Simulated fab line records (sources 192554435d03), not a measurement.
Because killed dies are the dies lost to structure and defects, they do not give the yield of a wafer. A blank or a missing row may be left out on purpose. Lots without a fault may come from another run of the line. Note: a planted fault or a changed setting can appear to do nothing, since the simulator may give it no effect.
Which tool was responsible? + flow n5 finfet + 24 lots with 72 wafers sampled at 3 steps, on a route of 1938 steps

WHAT THE GAUGES SHOWED, per wafer
N5_BEOL_M1_CD_MEAS_18: pitch 36 nm, target cd 18 nm. Usual: cd nm reads 18.1 nm (standard deviation 0.33).
| lot  | measured     | on        | cd nm (nm)     | flag |
|------|--------------|-----------|----------------|------|
| L074 | day 6 01:48  | cd sem-01 | 17.7 17.2 17.8 |      |
| L075 | day 6 11:14  | cd sem-01 | 17.8 17.8 18.0 |      |
| L076 | day 6 14:47  | cd sem-02 | 18.0 18.1 18.4 |      |
| L077 | day 6 16:28  | cd sem-02 | 18.1 18.5 18.1 |      |
| L078 | day 7 04:02  | cd sem-03 | 18.3 17.8 18.1 |      |
| L079 | day 7 07:35  | cd sem-01 | 17.7 17.9 18.2 |      |
| L080 | day 7 12:31  | cd sem-03 | 18.0 18.5 18.1 |      |
| L081 | day 7 20:26  | cd sem-02 | 18.0 17.8 17.9 |      |
| L082 | day 8 00:55  | cd sem-03 | 17.6 18.3 18.4 |      |
| L083 | day 8 08:46  | cd sem-01 | 18.7 18.1 18.5 |      |
| L084 | day 8 19:40  | cd sem-02 | 17.8 18.0 18.3 |      |
| L085 | day 8 19:48  | cd sem-01 | 18.4 18.6 18.2 |      |
| L087 | day 9 13:59  | cd sem-03 | 18.1 18.3 18.3 |      |
| L088 | day 9 17:47  | cd sem-02 | 17.5 18.3 17.6 |      |
| L086 | day 9 20:21  | cd sem-01 | 18.0 17.7 18.5 |      |
| L089 | day 9 20:34  | cd sem-01 | 17.9 17.5 17.4 |      |
| L090 | day 10 03:16 | cd sem-01 | 18.2 18.2 18.3 |      |
| L091 | day 10 09:26 | cd sem-02 | 18.0 17.9 17.9 |      |
| L092 | day 10 14:55 | cd sem-03 | 17.8 17.6 18.0 |      |
| L093 | day 10 17:46 | cd sem-03 | 17.9 18.3 18.6 |      |
| L094 | day 11 06:18 | cd sem-02 | 18.1 18.1 18.5 |      |
| L096 | day 11 09:35 | cd sem-03 | 17.6 18.4 18.3 |      |
| L095 | day 11 13:56 | cd sem-02 | 18.2 17.7 18.1 |      |
| L097 | day 11 18:46 | cd sem-01 | 18.5 17.6 18.0 |      |

N5_BEOL_M1_OVL_MEAS_29. Usual: for V0_OVL the level is -0.1 nm and the standard deviation is 0.67.
| lot  | measured     | on         | V0_OVL (nm)    | flag |
|------|--------------|------------|----------------|------|
| L074 | day 6 02:10  | overlay-01 | -0.5 -0.5 -1.9 |      |
| L075 | day 6 11:35  | overlay-02 | -0.2 0.7 0.6   |      |
| L076 | day 6 15:08  | overlay-02 | -1.0 0.5 -0.2  |      |
| L077 | day 6 16:50  | overlay-02 | -0.5 0.2 -0.1  |      |
| L078 | day 7 04:35  | overlay-01 | -0.8 0.9 0.0   |      |
| L079 | day 7 08:04  | overlay-02 | 0.0 -0.6 -0.5  |      |
| L080 | day 7 12:59  | overlay-01 | -0.1 1.1 1.1   |      |
| L081 | day 7 20:47  | overlay-02 | -0.4 -0.9 -1.6 |      |
| L082 | day 8 01:16  | overlay-02 | 0.5 0.5 0.4    |      |
| L083 | day 8 09:07  | overlay-02 | -1.0 -1.1 0.0  |      |
| L084 | day 8 20:01  | overlay-01 | -0.6 -0.6 -0.6 |      |
| L085 | day 8 20:10  | overlay-02 | 0.2 0.1 -0.6   |      |
| L087 | day 9 14:21  | overlay-02 | 0.3 0.2 -0.2   |      |
| L088 | day 9 18:08  | overlay-02 | -0.3 0.6 0.2   |      |
| L086 | day 9 20:42  | overlay-02 | -0.1 1.0 -0.5  |      |
| L089 | day 9 20:58  | overlay-02 | 0.5 0.2 0.3    |      |
| L090 | day 10 03:37 | overlay-02 | 0.2 -0.4 0.3   |      |
| L091 | day 10 09:47 | overlay-01 | 0.8 -0.3 0.0   |      |
| L092 | day 10 15:21 | overlay-01 | -0.6 0.0 0.7   |      |
| L093 | day 10 18:07 | overlay-01 | -0.1 -0.6 -1.7 |      |
| L094 | day 11 06:39 | overlay-01 | -0.1 -0.2 -0.1 |      |
| L096 | day 11 09:56 | overlay-01 | 0.4 -0.9 0.5   |      |
| L095 | day 11 14:19 | overlay-01 | 0.8 0.7 -0.1   |      |
| L097 | day 11 19:07 | overlay-01 | -0.3 0.7 0.1   |      |

WHICH TOOL RAN EACH LOT (tool, then ch and the chambers of the sampled wafers, then the start)
| lot  | N5_BEOL_M1_ETCH_63                 |
|------|------------------------------------|
| L074 | rie diel-06 ch 0,1, day 6 01:25    |
| L075 | rie diel-02 ch 1,2,3, day 6 10:51  |
| L076 | rie diel-04 ch 1,2,3, day 6 14:25  |
| L077 | rie diel-02 ch 0,1,2, day 6 16:05  |
| L078 | rie diel-02 ch 0,1,2, day 7 03:39  |
| L079 | rie diel-02 ch 0,2,3, day 7 07:12  |
| L080 | rie diel-02 ch 1,2,3, day 7 12:08  |
| L081 | rie diel-06 ch 0,1,2, day 7 19:49  |
| L082 | rie diel-02 ch 1,2,3, day 8 00:22  |
| L083 | rie diel-04 ch 0,1,2, day 8 08:23  |
| L084 | rie diel-06 ch 0,2, day 8 19:14    |
| L085 | rie diel-04 ch 0,2,3, day 8 19:25  |
| L087 | rie diel-04 ch 1,2,3, day 9 13:27  |
| L088 | rie diel-06 ch 0,1, day 9 17:23    |
| L086 | rie diel-06 ch 0,1,2, day 9 19:58  |
| L089 | rie diel-06 ch 1,2,3, day 9 20:12  |
| L090 | rie diel-02 ch 0,1,3, day 10 02:52 |
| L091 | rie diel-06 ch 0,1, day 10 09:04   |
| L092 | rie diel-06 ch 0,2,3, day 10 14:26 |
| L093 | rie diel-04 ch 0,1,3, day 10 17:23 |
| L094 | rie diel-02 ch 0,1,2, day 11 05:55 |
| L096 | rie diel-06 ch 0,1, day 11 09:05   |
| L095 | rie diel-04 ch 2,3, day 11 13:34   |
| L097 | rie diel-02 ch 1,2, day 11 18:23   |
- N5_BEOL_M1_ETCH_63: etches SiARC in CF4, target depth 15.6 nm, time 26 s.

WHAT THE TOOLS THEMSELVES READ (means of the sampled wafers that have a number; where no wafer has one, the mark that the record gives instead)
N5_BEOL_M1_ETCH_63. Usual: drypump motor current A 5.8 A, standard deviation 0.39; etch rf on time s 26.0 s, standard deviation 0.56; oes product au 0.69 a.u., standard deviation 0.06; rf vpp V 184.2 V, standard deviation 1.3; showerhead plenum p Torr 2.15 Torr, standard deviation 0.087; throttle valve pct 15.55 %, standard deviation 0.24.
| lot  | tool        | drypump motor current A (A) | etch rf on time s (s) | oes product au (a.u.) | rf vpp V (V) | showerhead plenum p Torr (Torr) | throttle valve pct (%) | flag |
|------|-------------|-----------------------------|-----------------------|-----------------------|--------------|---------------------------------|------------------------|------|
| L074 | rie diel-06 | 6.0                         | 25.9                  | 0.72                  | 183.2        | 2.08                            | 15.38                  |      |
| L075 | rie diel-02 | 6.0                         | 25.8                  | 0.74                  | 184.3        | 2.21                            | 15.42                  |      |
| L076 | rie diel-04 | 5.7                         | 25.6                  | 0.71                  | 183.9        | 2.13                            | 15.65                  |      |
| L077 | rie diel-02 | 5.7                         | 25.9                  | 0.71                  | 185.1        | 2.20                            | 15.63                  |      |
| L078 | rie diel-02 | 5.7                         | 26.1                  | 0.70                  | 184.6        | 2.19                            | 15.64                  |      |
| L079 | rie diel-02 | 5.8                         | 25.6                  | 0.69                  | 184.3        | 2.20                            | 15.63                  |      |
| L080 | rie diel-02 | 6.0                         | 26.1                  | 0.72                  | 184.8        | 2.21                            | 15.43                  |      |
| L081 | rie diel-06 | 5.9                         | 26.3                  | 0.69                  | 183.3        | 2.13                            | 15.45                  |      |
| L082 | rie diel-02 | 6.0                         | 26.3                  | 0.72                  | 185.3        | 2.21                            | 15.44                  |      |
| L083 | rie diel-04 | 5.5                         | 26.4                  | 0.70                  | 183.6        | 2.10                            | 15.54                  |      |
| L084 | rie diel-06 | 5.7                         | 26.3                  | 0.65                  | 184.0        | 2.11                            | 15.61                  |      |
| L085 | rie diel-04 | 5.6                         | 25.4                  | 0.76                  | 183.5        | 2.11                            | 15.49                  |      |
| L087 | rie diel-04 | 5.6                         | 25.6                  | 0.69                  | 184.2        | 2.13                            | 15.68                  |      |
| L088 | rie diel-06 | 6.0                         | 26.3                  | 0.68                  | 183.2        | 2.07                            | 15.42                  |      |
| L086 | rie diel-06 | 5.9                         | 26.6                  | 0.67                  | 184.1        | 2.12                            | 15.47                  |      |
| L089 | rie diel-06 | 5.9                         | 26.2                  | 0.69                  | 184.9        | 2.18                            | 15.40                  |      |
| L090 | rie diel-02 | 5.5                         | 25.8                  | 0.70                  | 184.6        | 2.26                            | 15.47                  |      |
| L091 | rie diel-06 | 5.8                         | 26.4                  | 0.64                  | 182.2        | 2.05                            | 15.58                  |      |
| L092 | rie diel-06 | 5.7                         | 26.3                  | 0.65                  | 184.6        | 2.16                            | 15.56                  |      |
| L093 | rie diel-04 | 5.7                         | 25.8                  | 0.71                  | 183.8        | 2.13                            | 15.56                  |      |
| L094 | rie diel-02 | 5.7                         | 25.9                  | 0.68                  | 185.3        | 2.18                            | 15.71                  |      |
| L096 | rie diel-06 | 6.0                         | 26.1                  | 0.68                  | 183.3        | 2.07                            | 15.46                  |      |
| L095 | rie diel-04 | 5.8                         | 25.2                  | 0.73                  | 184.2        | 2.13                            | 15.67                  |      |
| L097 | rie diel-02 | 5.9                         | 26.2                  | 0.71                  | 185.1        | 2.19                            | 15.50                  |      |

THE ANSWER, worked out from the rows above alone
Rule: a lot is off if the mean of its wafers that have a number lies more than 3 standard deviations from the usual mean. Also off: a lot with no number at a reading for which 4 or more lots have one. The other lots that the step has rows for count as sound. First the gauges in route order, then the tools' own readings, where a lot's mean is used as printed above. At the first step where some lot is off, the reading lying furthest off is the one used; lots without a number count as furthest.
None of the lots is off at any reading shown; this tells nothing.

WHAT THE SIMULATOR PUT IN
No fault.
